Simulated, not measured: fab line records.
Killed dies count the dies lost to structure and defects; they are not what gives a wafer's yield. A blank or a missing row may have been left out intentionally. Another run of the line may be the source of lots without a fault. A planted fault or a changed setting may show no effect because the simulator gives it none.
8D (eight disciplines) problem report, filled in by code -- flow nand-harc -- the parts of the form that need people (team, actions taken, sign-off) are left out

1. THE ISSUE
Wafers without a fault read 107.0 s, standard deviation 0.31; run-length-s at NHARC_A_CONTACT_ETCH_91 reads a mean of 74.8 s on 4 wafers belonging to 3 lots. So: -99 or more standard deviations from the usual mean.
The step: etches the open film in CH3F/O2, target depth 40 nm, time 85.7 s.
The first sign was on wafer L881.4 at day 26 07:54, on rie-diel-11. The record holds 37 wafers of 13 lots with a number at this step. The rule behind "out" and "out of limits": a value lying over 4 standard deviations away from the usual mean. All remaining wafers that have a number are taken as sound.

2. WHAT IT IS AND WHAT IT IS NOT
question,is,is not
which readings at this step,run-length-s,"drypump-motor-current-A, rf-vpp-V, showerhead-plenum-p-Torr, throttle-valve-pct"
which lots,"L881, L882, L883","L871, L874, L875, L876, L888, L889, L890, L891, L892, L893"
which wafers of those lots,"L881.4, L882.2, L883.2, L883.4","L881.1, L882.1, L883.1"
read on which tools,rie-diel-11,"rie-diel-01, rie-diel-04"
when,from day 26 07:54,"up to then (13 sound wafers); but 20 sound wafers of L882, L883, L888, L889, L890, L891, L892, L893 came after"

3. WHAT RULES OUT EACH SUSPECT
Counting: if a tool at a process step up to the reading ran every lot that is out, it stays a suspect. Sound lots after the first of them don't rule it out here, since some wafers of a struck lot are sound.
- rie-diel-11 at NHARC_A_CONTACT_ETCH_91 (etches the open film in CH3F/O2, target depth 40 nm, time 85.7 s): kept. It processed each lot that is out (first: L881, day 26 07:54); up to then, its last sound lot is L876 (day 24 14:04). Out on those wafers are its own readings of run-length-s.
Remaining after the count: rie-diel-11 at NHARC_A_CONTACT_ETCH_91.

4. THE CAUSE (what the simulator had put in)
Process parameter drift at NHARC_A_CONTACT_ETCH_91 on rie-diel-11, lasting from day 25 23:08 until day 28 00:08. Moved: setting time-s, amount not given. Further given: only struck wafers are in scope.
The count eliminated every tool but this one.

5. THE CHAIN OF EFFECTS, in route order
Each row: a reading where the mean over the struck wafers with a number is more than 3 standard deviations away from the usual. Scope: only readings with a usual standard deviation given in the record; hours: median across lots of the time from each lot's start at the first step in this table that gives one to its start at this step; sigmas: change in usual standard deviations.
hours,step,reading,usual,on struck wafers,change,sigmas
0,NHARC_A_CONTACT_ETCH_91,run-length-s,107.0 s,74.8,-32.2,-99 or more
The process steps in it:
- NHARC_A_CONTACT_ETCH_91: etches the open film in CH3F/O2, target depth 40 nm, time 85.7 s.
Later measuring or inspecting steps at which every struck wafer that the step has a row for has a number for every such reading, and none has moved that far: NHARC_END_SORT_01.

6. HOW IT WOULD HAVE BEEN CAUGHT EARLIER
First out-of-limits reading in this record: day 26 07:54, which is 9 hours after fault onset at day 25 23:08.
